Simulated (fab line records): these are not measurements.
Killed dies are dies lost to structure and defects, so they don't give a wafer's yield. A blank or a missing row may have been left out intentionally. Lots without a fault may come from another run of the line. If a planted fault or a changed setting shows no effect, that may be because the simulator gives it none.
Chamber matching ; flow nand harc ; 4 sister chambers for NHARC_A_CHANNEL_FILL_D2_ALD_02 on ald hk-01
The step deposits SiO2, target thk 6 nm, pulse time 10 s, ald cycles 60. 8 wafers are shown with their chamber, then 7 later ones without.

== EACH WAFER AND ITS CHAMBER ==
wafer;chamber;heater power w (W);precursor pulse height rel
L078.3;2;489;1.040
L080.5;2;499;1.033
L083.1;0;509;0.992
L083.3;3;446;1.000
L086.2;3;443;1.004
L086.5;0;501;1.003
L087.1;1;458;1.026
L087.5;1;450;1.027

== WAFERS MISSING THEIR CHAMBER ==
wafer;heater power w (W);precursor pulse height rel
L087.6;518;0.994
L088.1;443;0.984
L088.5;493;0.999
L088.6;459;1.012
L093.1;478;0.994
L093.2;512;0.983
L093.4;489;1.007

== WHICH CHAMBER EACH WENT THROUGH ==
wafer;from the rows above;in truth
L087.6;0;0
L088.1;3;3
L088.5;0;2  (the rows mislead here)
L088.6;can't be placed: 1 or 3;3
L093.1;can't be placed: 0 or 3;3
L093.2;0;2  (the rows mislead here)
L093.4;0;0
Placed correctly: 3 of 7. Can't be placed from these rows: 2 (the true chamber is among the candidates in 2). 2 placed wrongly.
How it was worked out, from the rows above alone: a wafer's distance from a chamber is the root of the sum, over the readings, of the square of ((its reading less the chamber's mean) divided by the reading's scatter). The wafer belongs to the nearest chamber; if the next one is less than 2 further off, it can't be placed. The mean given for a chamber averages the wafers shown for that chamber. The scatter: take each reading less its chamber's mean, square it, sum over the shown wafers, divide by the number of wafers less the number of chambers, and take the root.
